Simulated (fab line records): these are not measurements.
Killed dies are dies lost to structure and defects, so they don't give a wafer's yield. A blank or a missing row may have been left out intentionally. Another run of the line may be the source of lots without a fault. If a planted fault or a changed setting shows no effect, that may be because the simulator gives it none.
Which tool was responsible?    flow nand harc    Sampling: 24 lots, 72 wafers, 6 of 1159 route steps

## WHAT THE GAUGES SHOWED, per wafer
Not one reading of a measure or inspect step in the record can be checked against a usual standard deviation.

## WHAT TOOL EACH LOT RAN ON (gives the tool, then ch and the chambers of the sampled wafers, and finally the start)
lot   NHARC_A_CHANNEL_FILL_D1_RTA_24    NHARC_A_STAIRCASE_DESCUM_11         NHARC_A_STAIRCASE_TRIM_22                      NHARC_A_STAIRCASE_ETCH_194                     NHARC_A_STAIRCASE_TRIM_202                     NHARC_A_STAIRCASE_STRIP_205
L074  rtp anneal-02 ch 0, day 10 18:31  rie diel-02 ch 0,2, day 11 01:30    rie diel-11 ch 0,1,3, day 11 08:52 or earlier  rie diel-02 ch 2,3, day 11 08:52 or earlier    rie diel-11 ch 1,2,3, day 11 08:52 or earlier  plasma asher-02 ch 0,1, day 11 08:52
L076  rtp anneal-01 ch 0, day 10 18:32  rie diel-02 ch 2,3, day 11 01:48    rie diel-03 ch 0,1,2, day 11 08:31 or earlier  rie diel-03 ch 1,2, day 11 08:31 or earlier    rie diel-02 ch 0,3, day 11 08:31 or earlier    plasma asher-01 ch 0,1, day 11 08:31
L075  rtp anneal-02 ch 0, day 10 18:47  rie diel-03 ch 0,3, day 11 01:57    rie diel-02 ch 1,2,3, day 11 09:50 or earlier  rie diel-11 ch 0,2,3, day 11 09:50 or earlier  rie diel-03 ch 0,1,3, day 11 09:50 or earlier  plasma asher-02 ch 0,1, day 11 09:50
L078  rtp anneal-02 ch 0, day 11 14:54  rie diel-02 ch 1,2,3, day 11 17:55  rie diel-11 ch 1,2,3, day 12 02:16 or earlier  rie diel-02 ch 0,1,3, day 12 02:16 or earlier  rie diel-02 ch 0,1,3, day 12 02:16 or earlier  plasma asher-01 ch 0,1, day 12 02:16
L077  rtp anneal-02 ch 0, day 11 15:02  rie diel-02 ch 2,3, day 11 18:16    rie diel-02 ch 1,2,3, day 12 02:31 or earlier  rie diel-11 ch 0,2,3, day 12 02:31 or earlier  rie diel-11 ch 0,1,3, day 12 02:31 or earlier  plasma asher-02 ch 0,1, day 12 02:31
L079  rtp anneal-02 ch 0, day 11 22:17  rie diel-02 ch 0,2,3, day 12 01:31  rie diel-02 ch 1,2,3, day 12 08:31 or earlier  rie diel-02 ch 0,1,3, day 12 08:31 or earlier  rie diel-02 ch 0,1,2, day 12 08:31 or earlier  plasma asher-01 ch 0,1, day 12 08:31
L080  rtp anneal-01 ch 0, day 11 22:37  rie diel-11 ch 0,3, day 12 01:58    rie diel-02 ch 2,3, day 12 08:43 or earlier    rie diel-11 ch 1,2,3, day 12 08:43 or earlier  rie diel-11 ch 1,2,3, day 12 08:43 or earlier  plasma asher-02 ch 0,1, day 12 08:43
L081  rtp anneal-02 ch 0, day 12 05:29  rie diel-02 ch 0,1,3, day 12 08:29  rie diel-11 ch 1,2,3, day 12 14:40 or earlier  rie diel-11 ch 0,2,3, day 12 14:40 or earlier  rie diel-03 ch 0,2,3, day 12 14:40 or earlier  plasma asher-02 ch 1, day 12 14:40
L083  rtp anneal-02 ch 0, day 12 17:40  rie diel-02 ch 0,2, day 12 21:05    rie diel-02 ch 1,2,3, day 13 04:46 or earlier  rie diel-03 ch 0,1,3, day 13 04:46 or earlier  rie diel-02 ch 1,2, day 13 04:46 or earlier    plasma asher-01 ch 0,1, day 13 04:46
L082  rtp anneal-01 ch 0, day 12 17:49  rie diel-11 ch 0,1,3, day 12 20:50  rie diel-11 ch 1,2,3, day 13 04:06 or earlier  rie diel-11 ch 1,2,3, day 13 04:06 or earlier  rie diel-11 ch 0,2,3, day 13 04:06 or earlier  plasma asher-02 ch 0,1, day 13 04:06
L084  rtp anneal-01 ch 0, day 13 00:01  rie diel-02 ch 0,1,3, day 13 03:17  rie diel-02 ch 0,1,2, day 13 10:26 or earlier  rie diel-03 ch 0,1,2, day 13 10:26 or earlier  rie diel-11 ch 0,1,2, day 13 10:26 or earlier  plasma asher-01 ch 0,1, day 13 10:26
L088  rtp anneal-01 ch 0, day 14 00:12  rie diel-11 ch 2,3, day 14 03:24    rie diel-11 ch 0,1,3, day 14 09:18 or earlier  rie diel-03 ch 0,1, day 14 09:18 or earlier    rie diel-11 ch 0,1,2, day 14 09:18 or earlier  plasma asher-02 ch 0,1, day 14 09:18
L085  rtp anneal-01 ch 0, day 14 03:45  rie diel-11 ch 1,2,3, day 14 06:50  rie diel-03 ch 0,1,2, day 14 13:26 or earlier  rie diel-11 ch 0,1,3, day 14 13:26 or earlier  rie diel-11 ch 0,2,3, day 14 13:26 or earlier  plasma asher-01 ch 0,1, day 14 13:26
L086  rtp anneal-01 ch 0, day 14 08:11  rie diel-11 ch 1,2,3, day 14 11:18  rie diel-02 ch 0,2, day 14 17:55 or earlier    rie diel-11 ch 0,1,3, day 14 17:55 or earlier  rie diel-03 ch 0,3, day 14 17:55 or earlier    plasma asher-01 ch 0,1, day 14 17:55
L089  rtp anneal-02 ch 0, day 14 15:17  rie diel-11 ch 0,1,3, day 14 18:25  rie diel-03 ch 0,2,3, day 15 04:04 or earlier  rie diel-11 ch 2,3, day 15 04:04 or earlier    rie diel-11 ch 1,2,3, day 15 04:04 or earlier  plasma asher-01 ch 0,1, day 15 04:04
L090  rtp anneal-01 ch 0, day 14 15:20  rie diel-11 ch 0,1,2, day 14 18:41  rie diel-03 ch 0,2,3, day 15 04:20 or earlier  rie diel-03 ch 0,1,2, day 15 04:20 or earlier  rie diel-02 ch 0,1,2, day 15 04:20 or earlier  plasma asher-02 ch 0,1, day 15 04:20
L087  rtp anneal-02 ch 0, day 14 15:27  rie diel-03 ch 1,2,3, day 14 18:44  rie diel-11 ch 1,2,3, day 15 05:46 or earlier  rie diel-03 ch 0,1,3, day 15 05:46 or earlier  rie diel-02 ch 1,2,3, day 15 05:46 or earlier  plasma asher-02 ch 0,1, day 15 05:46
L091  rtp anneal-02 ch 0, day 14 22:08  rie diel-03 ch 0,3, day 15 01:32    rie diel-03 ch 2,3, day 15 08:12 or earlier    rie diel-03 ch 2,3, day 15 08:12 or earlier    rie diel-11 ch 2,3, day 15 08:12 or earlier    plasma asher-01 ch 0, day 15 08:12
L093  rtp anneal-01 ch 0, day 15 06:41  rie diel-03 ch 0,1, day 15 11:10    rie diel-11 ch 0,1,3, day 15 17:37 or earlier  rie diel-03 ch 0,1, day 15 17:37 or earlier    rie diel-11 ch 1,2, day 15 17:37 or earlier    plasma asher-02 ch 0,1, day 15 17:37
L092  rtp anneal-01 ch 0, day 15 06:47  rie diel-11 ch 0,1,2, day 15 10:00  rie diel-11 ch 0,1,2, day 15 16:15 or earlier  rie diel-11 ch 0,1,2, day 15 16:15 or earlier  rie diel-11 ch 0,2,3, day 15 16:15 or earlier  plasma asher-02 ch 0,1, day 15 16:15
L095  rtp anneal-01 ch 0, day 15 10:35  rie diel-03 ch 2,3, day 15 13:33    rie diel-03 ch 0,1, day 15 20:06 or earlier    rie diel-11 ch 0,1,3, day 15 20:06 or earlier  rie diel-02 ch 0,1,3, day 15 20:06 or earlier  plasma asher-02 ch 0,1, day 15 20:06
L094  rtp anneal-01 ch 0, day 15 10:43  rie diel-11 ch 1,3, day 15 13:58    rie diel-11 ch 0,2,3, day 15 20:25 or earlier  rie diel-11 ch 0,3, day 15 20:25 or earlier    rie diel-03 ch 1,3, day 15 20:25 or earlier    plasma asher-01 ch 0,1, day 15 20:25
L096  rtp anneal-02 ch 0, day 16 10:27  rie diel-03 ch 0,2,3, day 16 13:27  rie diel-03 ch 0,1,3, day 16 21:02 or earlier  rie diel-02 ch 1,2,3, day 16 21:02 or earlier  rie diel-11 ch 0,2,3, day 16 21:02 or earlier  plasma asher-02 ch 0,1, day 16 21:02
L097  rtp anneal-01 ch 0, day 16 19:19  rie diel-03 ch 0,2,3, day 16 22:18  rie diel-11 ch 1,2,3, day 17 04:16 or earlier  rie diel-11 ch 0,1,3, day 17 04:16 or earlier  rie diel-02 ch 1,2,3, day 17 04:16 or earlier  plasma asher-01 ch 0,1, day 17 04:16
- NHARC_A_CHANNEL_FILL_D1_RTA_24: time 5 s.
- NHARC_A_STAIRCASE_DESCUM_11: chemistry O2, time 3 s.
- NHARC_A_STAIRCASE_TRIM_22: chemistry O2, time 211.2 s.
- NHARC_A_STAIRCASE_ETCH_194: etches the open film in C4F8/O2, target depth 100 nm, time 40.5 s.
- NHARC_A_STAIRCASE_TRIM_202: chemistry O2, time 211.2 s.
- NHARC_A_STAIRCASE_STRIP_205: strips in O2.

## AS READ BY THE TOOLS THEMSELVES (means over the sampled wafers that have a number; for cases with no such wafer, the mark the record gives instead)
NHARC_A_CHANNEL_FILL_D1_RTA_24. Usual: lamp power pct 33.8 %, standard deviation 0.84; wafer_temp_C_max 1004.2, standard deviation 0.94.
lot   tool           lamp power pct (%)  wafer_temp_C_max  flag
L074  rtp anneal-02  34.7                1004.5            
L076  rtp anneal-01  33.0                1003.6            
L075  rtp anneal-02  34.7                1003.7            
L078  rtp anneal-02  34.7                1004.9            
L077  rtp anneal-02  34.8                1005.8            
L079  rtp anneal-02  34.7                1004.3            
L080  rtp anneal-01  33.0                1004.2            
L081  rtp anneal-02  34.7                1004.5            
L083  rtp anneal-02  34.7                1005.0            
L082  rtp anneal-01  33.1                1003.2            
L084  rtp anneal-01  33.0                1004.3            
L088  rtp anneal-01  33.0                1004.2            
L085  rtp anneal-01  33.1                1003.0            
L086  rtp anneal-01  33.0                1003.4            
L089  rtp anneal-02  34.7                1004.9            
L090  rtp anneal-01  33.0                1004.2            
L087  rtp anneal-02  34.7                1004.6            
L091  rtp anneal-02  34.7                1004.5            
L093  rtp anneal-01  33.1                1003.6            
L092  rtp anneal-01  33.0                1003.5            
L095  rtp anneal-01  33.0                1004.0            
L094  rtp anneal-01  33.1                1003.8            
L096  rtp anneal-02  34.7                1003.7            
L097  rtp anneal-01  33.1                1004.0            

NHARC_A_STAIRCASE_DESCUM_11. Usual: drypump motor current A 5.8 A, standard deviation 0.37; oes product au 1.000 a.u., standard deviation 0.01; rf vpp V 57.7 V, standard deviation 0.92; showerhead plenum p Torr 1.89 Torr, standard deviation 0.072; throttle valve pct 11.311 %, standard deviation 0.009.
lot   tool         drypump motor current A (A)  oes product au (a.u.)  rf vpp V (V)  showerhead plenum p Torr (Torr)  throttle valve pct (%)  flag
L074  rie diel-02  5.8                          1.003                  58.5          1.87                             11.314                  
L076  rie diel-02  6.2                          0.998                  57.1          1.80                             11.313                  
L075  rie diel-03  5.8                          0.989                  57.8          1.87                             11.308                  
L078  rie diel-02  5.7                          1.002                  57.5          1.80                             11.305                  
L077  rie diel-02  6.0                          1.002                  57.1          1.83                             11.310                  
L079  rie diel-02  6.2                          0.992                  57.0          1.83                             11.310                  
L080  rie diel-11  5.9                          0.995                  58.4          1.94                             11.317                  
L081  rie diel-02  5.9                          1.004                  57.1          1.80                             11.311                  
L083  rie diel-02  6.1                          0.998                  57.9          1.86                             11.315                  
L082  rie diel-11  5.8                          1.002                  58.0          1.94                             11.315                  
L084  rie diel-02  6.0                          1.000                  57.0          1.80                             11.314                  
L088  rie diel-11  5.4                          1.008                  58.4          1.98                             11.302                  
L085  rie diel-11  5.6                          1.001                  58.0          1.96                             11.308                  
L086  rie diel-11  5.6                          0.998                  58.2          1.96                             11.303                  
L089  rie diel-11  5.8                          0.994                  58.5          1.93                             11.311                  
L090  rie diel-11  5.8                          1.009                  58.1          1.95                             11.311                  
L087  rie diel-03  5.8                          0.998                  57.0          1.91                             11.311                  
L091  rie diel-03  5.8                          0.992                  58.0          1.88                             11.315                  
L093  rie diel-03  5.8                          0.998                  57.5          1.91                             11.316                  
L092  rie diel-11  5.8                          1.001                  57.3          1.95                             11.306                  
L095  rie diel-03  5.8                          0.988                  57.3          1.93                             11.311                  
L094  rie diel-11  5.7                          1.001                  57.4          1.93                             11.312                  
L096  rie diel-03  5.9                          0.995                  56.9          1.90                             11.316                  
L097  rie diel-03  5.8                          0.996                  57.1          1.90                             11.319                  

NHARC_A_STAIRCASE_TRIM_22. Usual: drypump motor current A 5.8 A, standard deviation 0.35; oes product au 1.000 a.u., standard deviation 0.0092; rf vpp V 57.7 V, standard deviation 0.84; showerhead plenum p Torr 3.50 Torr, standard deviation 0.12; throttle valve pct 17.038 %, standard deviation 0.0092.
lot   tool         drypump motor current A (A)  oes product au (a.u.)  rf vpp V (V)  showerhead plenum p Torr (Torr)  throttle valve pct (%)  flag
L074  rie diel-11  5.8                          0.998                  58.0          3.58                             17.040                  
L076  rie diel-03  5.8                          0.997                  57.5          3.59                             17.035                  
L075  rie diel-02  5.8                          1.008                  57.6          3.34                             17.039                  
L078  rie diel-11  5.6                          0.995                  57.3          3.61                             17.043                  
L077  rie diel-02  5.8                          1.005                  57.4          3.33                             17.040                  
L079  rie diel-02  5.8                          1.006                  56.8          3.33                             17.038                  
L080  rie diel-02  5.9                          1.004                  57.6          3.38                             17.043                  
L081  rie diel-11  5.6                          0.999                  58.0          3.61                             17.044                  
L083  rie diel-02  5.8                          1.007                  57.1          3.33                             17.033                  
L082  rie diel-11  5.6                          1.002                  58.6          3.61                             17.039                  
L084  rie diel-02  5.7                          0.994                  57.1          3.38                             17.043                  
L088  rie diel-11  5.8                          1.002                  57.4          3.56                             17.036                  
L085  rie diel-03  5.8                          1.001                  57.6          3.58                             17.038                  
L086  rie diel-02  5.9                          1.009                  58.0          3.43                             17.043                  
L089  rie diel-03  5.8                          0.997                  58.2          3.52                             17.046                  
L090  rie diel-03  5.8                          0.990                  57.2          3.51                             17.044                  
L087  rie diel-11  5.6                          0.998                  58.0          3.60                             17.038                  
L091  rie diel-03  5.8                          0.992                  57.6          3.56                             17.029                  
L093  rie diel-11  5.8                          1.004                  57.8          3.56                             17.035                  
L092  rie diel-11  5.8                          1.005                  57.4          3.59                             17.047                  
L095  rie diel-03  5.8                          1.002                  57.5          3.52                             17.032                  
L094  rie diel-11  5.7                          1.007                  57.2          3.59                             17.030                  
L096  rie diel-03  5.7                          0.996                  57.5          3.47                             17.042                  
L097  rie diel-11  5.6                          0.999                  57.7          3.59                             17.045                  

NHARC_A_STAIRCASE_ETCH_194. Usual: oes product au 0.942 a.u., standard deviation 0.012; rf vpp V 896 V, standard deviation 4.1.
lot   tool         oes product au (a.u.)  rf vpp V (V)  flag
L074  rie diel-02  0.940                  889           
L076  rie diel-03  0.940                  899           
L075  rie diel-11  0.940                  900           
L078  rie diel-02  0.943                  888           
L077  rie diel-11  0.938                  899           
L079  rie diel-02  0.939                  888           
L080  rie diel-11  0.942                  898           
L081  rie diel-11  0.951                  899           
L083  rie diel-03  0.948                  894           
L082  rie diel-11  0.944                  899           
L084  rie diel-03  0.939                  898           
L088  rie diel-03  0.957                  895           
L085  rie diel-11  0.942                  898           
L086  rie diel-11  0.938                  898           
L089  rie diel-11  0.946                  899           
L090  rie diel-03  0.923                  898           
L087  rie diel-03  0.960                  894           
L091  rie diel-03  0.938                  893           
L093  rie diel-03  0.958                  896           
L092  rie diel-11  0.943                  898           
L095  rie diel-11  0.924                  897           
L094  rie diel-11  0.935                  897           
L096  rie diel-02  0.943                  902           
L097  rie diel-11  0.946                  896           

NHARC_A_STAIRCASE_TRIM_202. Usual: drypump motor current A 5.8 A, standard deviation 0.38; oes product au 1.001 a.u., standard deviation 0.0094; rf vpp V 57.9 V, standard deviation 0.88; showerhead plenum p Torr 3.55 Torr, standard deviation 0.13; throttle valve pct 17.036 %, standard deviation 0.009.
lot   tool         drypump motor current A (A)  oes product au (a.u.)  rf vpp V (V)  showerhead plenum p Torr (Torr)  throttle valve pct (%)  flag
L074  rie diel-11  5.6                          0.998                  57.7          3.61                             17.032                  
L076  rie diel-02  6.4                          0.995                  57.6          3.39                             17.043                  
L075  rie diel-03  5.7                          0.998                  58.5          3.49                             17.045                  
L078  rie diel-02  6.0                          0.998                  57.3          3.33                             17.037                  
L077  rie diel-11  5.8                          1.007                  58.1          3.57                             17.035                  
L079  rie diel-02  5.7                          0.998                  56.9          3.39                             17.022                  
L080  rie diel-11  5.6                          1.005                  57.1          3.61                             17.038                  
L081  rie diel-03  5.8                          0.990                  58.2          3.53                             17.032                  
L083  rie diel-02  5.3                          1.006                  57.7          3.33                             17.039                  
L082  rie diel-11  5.7                          1.000                  57.8          3.61                             17.023                  
L084  rie diel-11  5.8                          1.004                  57.3          3.60                             17.037                  
L088  rie diel-11  5.8                          0.996                  57.0          3.60                             17.039                  
L085  rie diel-11  5.7                          1.002                  58.2          3.60                             17.029                  
L086  rie diel-03  5.8                          0.998                  57.5          3.43                             17.038                  
L089  rie diel-11  5.5                          1.006                  57.5          3.60                             17.041                  
L090  rie diel-02  5.7                          1.008                  58.0          3.55                             17.042                  
L087  rie diel-02  5.8                          1.008                  58.0          3.68                             17.039                  
L091  rie diel-11  5.5                          1.000                  58.0          3.60                             17.041                  
L093  rie diel-11  5.7                          1.009                  57.7          3.59                             17.035                  
L092  rie diel-11  5.7                          0.996                  57.9          3.59                             17.034                  
L095  rie diel-02  6.0                          0.999                  58.7          3.67                             17.028                  
L094  rie diel-03  5.7                          1.001                  56.9          3.48                             17.033                  
L096  rie diel-11  5.7                          1.005                  58.3          3.59                             17.039                  
L097  rie diel-02  5.8                          1.002                  57.6          3.67                             17.036                  

NHARC_A_STAIRCASE_STRIP_205. Usual: drypump motor current A 5.6 A, standard deviation 0.41; heater power w 307 W, standard deviation 17.
lot   tool             drypump motor current A (A)  heater power w (W)  flag
L074  plasma asher-02  5.5                          294                 
L076  plasma asher-01  5.5                          323                 
L075  plasma asher-02  5.8                          302                 
L078  plasma asher-01  5.6                          311                 
L077  plasma asher-02  5.8                          302                 
L079  plasma asher-01  5.6                          309                 
L080  plasma asher-02  5.5                          297                 
L081  plasma asher-02  6.2                          319                 
L083  plasma asher-01  5.6                          315                 
L082  plasma asher-02  5.9                          304                 
L084  plasma asher-01  5.6                          308                 
L088  plasma asher-02  5.5                          299                 
L085  plasma asher-01  5.6                          310                 
L086  plasma asher-01  5.5                          317                 
L089  plasma asher-01  5.5                          316                 
L090  plasma asher-02  5.9                          309                 
L087  plasma asher-02  5.5                          295                 
L091  plasma asher-01  5.7                          296                 
L093  plasma asher-02  5.8                          308                 
L092  plasma asher-02  5.8                          301                 
L095  plasma asher-02  5.5                          294                 
L094  plasma asher-01  5.5                          317                 
L096  plasma asher-02  5.5                          312                 
L097  plasma asher-01  5.5                          315                 

## THE ANSWER, worked out from the rows above alone
Rule: take the mean of a lot's wafers that have a number; if it is more than 3 standard deviations from the usual mean, the lot is off. A lot without any number at a reading at which 4 lots or more have one is off too. The other lots that the step has rows for count as sound. After the gauges, taken in route order, come the tools' own readings; for these a lot's mean is taken, as printed above. At the first step where some lot is off, the reading lying furthest off is the one used; lots without a number count as furthest.
None of the lots is off at any reading shown; this tells nothing.

## WHAT THE SIMULATOR HAD PUT IN
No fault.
